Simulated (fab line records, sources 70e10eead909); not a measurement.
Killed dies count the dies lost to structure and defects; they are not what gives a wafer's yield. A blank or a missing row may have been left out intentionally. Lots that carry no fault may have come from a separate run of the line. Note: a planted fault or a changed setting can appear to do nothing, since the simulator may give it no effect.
Matching of chambers :: flow nand-harc :: NHARC_P_CONTACT_DESCUM_17 on rie-diel-11 has 4 sister chambers
The step chemistry O2, time 3 s. 4 wafers are shown with their chamber, then 7 later ones without.

## WAFERS PAIRED WITH THEIR CHAMBERS
wafer: L077.4
chamber: 1
oes-product-au (a.u.): 1.006

wafer: L077.6
chamber: 0
oes-product-au (a.u.): 0.992

wafer: L085.1
chamber: 2
oes-product-au (a.u.): 1.007

wafer: L085.2
chamber: 3
oes-product-au (a.u.): 1.000

## WAFERS WHOSE CHAMBER IS MISSING
wafer: L085.3
oes-product-au (a.u.): 0.994

wafer: L094.1
oes-product-au (a.u.): 1.004

wafer: L094.2
oes-product-au (a.u.): 1.010

wafer: L094.5
oes-product-au (a.u.): 1.001

wafer: L096.1
oes-product-au (a.u.): 1.007

wafer: L096.2
oes-product-au (a.u.): 0.989

wafer: L096.6
oes-product-au (a.u.): 1.008

## WHICH CHAMBER EACH ONE RAN IN
wafer: L085.3
from the rows above: can't be placed: 0 or 3
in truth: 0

wafer: L094.1
from the rows above: can't be placed: 1 or 2 or 3
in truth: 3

wafer: L094.2
from the rows above: can't be placed: 2 or 1
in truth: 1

wafer: L094.5
from the rows above: 3
in truth: 3

wafer: L096.1
from the rows above: can't be placed: 2 or 1
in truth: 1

wafer: L096.2
from the rows above: 0
in truth: 0

wafer: L096.6
from the rows above: can't be placed: 2 or 1
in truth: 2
Correct placement for 2 of the 7. Unplaceable from these rows: 5, with the true chamber sitting among the candidates in 5. 0 placed wrongly.
How it was worked out, from the rows above alone: a wafer's distance from a chamber is the root of the sum, over the readings, of the square of ((its reading less the chamber's mean) divided by the reading's scatter). If the next closest chamber is less than 2 further off than the closest, the wafer can't be placed; otherwise it belongs to the closest. The mean given for a chamber averages the wafers shown for that chamber. The scatter (one wafer shown for each chamber): square how far every hidden wafer sits from the nearest shown wafer, average those squares and take the square root.
